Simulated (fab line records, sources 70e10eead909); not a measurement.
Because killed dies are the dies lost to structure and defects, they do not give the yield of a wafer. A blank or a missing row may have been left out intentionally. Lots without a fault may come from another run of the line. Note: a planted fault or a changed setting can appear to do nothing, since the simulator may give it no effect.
Chamber matching :: flow nand-harc :: NHARC_P_GATE_ALD_36 on ald-sin-03 has 4 sister chambers
The step deposits SiNx, target thk 20 nm, pulse time 60 s, ald cycles 223. 4 wafers are shown with their chamber, then 8 later ones without.

== WAFERS PAIRED WITH THEIR CHAMBERS ==
wafer: L078.2
chamber: 0
heater-power-w (W): 999

wafer: L087.6
chamber: 2
heater-power-w (W): 774

wafer: L087.5
chamber: 3
heater-power-w (W): 844

wafer: L089.4
chamber: 1
heater-power-w (W): 889

== WAFERS MISSING THEIR CHAMBER ==
wafer: L089.6
heater-power-w (W): 778

wafer: L089.5
heater-power-w (W): 838

wafer: L092.3
heater-power-w (W): 857

wafer: L092.5
heater-power-w (W): 960

wafer: L092.6
heater-power-w (W): 894

wafer: L095.3
heater-power-w (W): 882

wafer: L095.6
heater-power-w (W): 838

wafer: L095.5
heater-power-w (W): 945

== THE CHAMBER EACH PASSED THROUGH ==
wafer: L089.6
from the rows above: 2
in truth: 2

wafer: L089.5
from the rows above: can't be placed: 3 or 1
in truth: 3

wafer: L092.3
from the rows above: can't be placed: 3 or 1
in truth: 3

wafer: L092.5
from the rows above: can't be placed: 0 or 1
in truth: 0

wafer: L092.6
from the rows above: can't be placed: 1 or 3
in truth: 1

wafer: L095.3
from the rows above: can't be placed: 1 or 3
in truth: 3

wafer: L095.6
from the rows above: can't be placed: 3 or 1
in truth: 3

wafer: L095.5
from the rows above: can't be placed: 0 or 1 or 3
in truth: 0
Correctly placed: 1 of 8. Cannot be placed on the basis of these rows: 7; the candidates contain the true chamber in 7. Placed wrongly: 0.
How it was worked out, from the rows above alone: a wafer's distance from a chamber is the root of the sum, over the readings, of the square of ((its reading less the chamber's mean) divided by the reading's scatter). The wafer belongs to the nearest chamber; if the next one is less than 2 further off, it can't be placed. A chamber's mean is the mean of its shown wafers. The scatter: with one shown wafer a chamber, the root of the mean of the squares of how far each hidden wafer lies from its nearest shown one.
